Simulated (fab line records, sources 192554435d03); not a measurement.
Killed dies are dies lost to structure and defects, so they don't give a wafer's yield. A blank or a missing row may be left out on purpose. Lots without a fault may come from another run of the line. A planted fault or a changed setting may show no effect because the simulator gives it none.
Problem report in the 8D (eight disciplines) form, filled by code | flow n5_finfet | the parts of the form that need people (team, actions taken, sign-off) are left out

1. THE PROBLEM
killed_at_M4_up at N5_PASSIVATION_PROBE_49 reads a mean of 111 on 6 wafers of 2 lots; wafers without a fault read 13 with a standard deviation of 5. That is +20 standard deviations from the usual mean.
First seen on wafer L725.2, day 17 09:50, on prober-02. The record holds 14 wafers of 5 lots with a number at this step. Rule for "out", or "out of limits": more than 4 standard deviations from the usual mean. The other wafers with a number count as sound.

2. WHAT IT IS AND WHAT IT IS NOT
question                    | is                     | is not
which readings at this step | killed_at_M4_up        | killed_at_M0_to_M3, killed_at_contacts, killed_at_front_end, killed_at_other, killed_open, killed_short, sort_bin_6_memory
which lots                  | L724, L725             | L706, L716, L726
which wafers of those lots  | all that have a number | -
read on which tools         | prober-02              | prober-01
when                        | from day 17 09:50      | up to then (8 sound wafers)

3. SUSPECTS, AND WHAT RULES EACH OUT
Counting: a tool at a process step up to the reading stays a suspect if it ran every lot that is out and no sound lot after the first of them.
- wet_bench-06 at N5_BEOL_M11_HM_STRIP_39 (strips TiN in peroxide tin strip, target depth 25 nm, time 158 s): kept. It ran every lot that is out, first L725 (day 15 15:41), and no sound lot after that; its last sound lot up to then is L716 (day 12 22:14).
- rie_diel-06 at N5_PASSIVATION_STRIP_48 (strips in O2): kept. It ran every lot that is out, first L725 (day 17 07:17), and no sound lot after that.
- prober-02 at N5_PASSIVATION_PROBE_49: kept. It ran every lot that is out, first L725 (day 17 09:50), and no sound lot after that; its last sound lot up to then is L706 (day 12 13:11). Its own readings are out on those wafers: killed_at_M4_up.
Left after counting: wet_bench-06 at N5_BEOL_M11_HM_STRIP_39, rie_diel-06 at N5_PASSIVATION_STRIP_48, prober-02 at N5_PASSIVATION_PROBE_49.

4. THE CAUSE (what the simulator had put in)
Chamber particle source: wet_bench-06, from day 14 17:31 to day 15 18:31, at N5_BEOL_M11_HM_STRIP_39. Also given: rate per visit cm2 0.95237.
Counting left 3 suspects, and this tool is among them.

5. THE CHAIN OF EFFECTS, in route order
Each row: a reading whose mean over the struck wafers that have a number lies more than 3 standard deviations from the usual. Only readings for which the record gives a usual standard deviation are gone through. hours: the time from each lot's start at the first step in this table that gives one to its start at this step, as a median over the lots. sigmas: the change in usual standard deviations.
hours | step                    | reading              | usual  | on struck wafers | change | sigmas
0     | N5_PASSIVATION_PROBE_49 | defect_limited_yield | 91.8 % | 84.2             | -7.6   | -5.0
0     | N5_PASSIVATION_PROBE_49 | killed_at_M4_up      | 13     | 111              | +98    | +20
0     | N5_PASSIVATION_PROBE_49 | killed_dies          | 97     | 186              | +89    | +4.9
0     | N5_PASSIVATION_PROBE_49 | sort_bin_5_function  | 4.8 %  | 9.6              | +4.8   | +4.8
0     | N5_PASSIVATION_PROBE_49 | sort_n_pass          | 1083   | 993              | -90    | -5.0
0     | N5_PASSIVATION_PROBE_49 | sort_yield_pct       | 91.8 % | 84.2             | -7.6   | -5.1
The process steps in it:
- N5_PASSIVATION_PROBE_49

6. WHAT WOULD HAVE CAUGHT IT SOONER
In this record the first reading out of limits was taken at day 17 09:50, 64 hours after the fault began at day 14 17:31.
All the lots that are out (2) had begun N5_BEOL_M11_HM_STRIP_39 on wet_bench-06 by day 17 09:50. A hold on the tool at that time would have spared none of them.
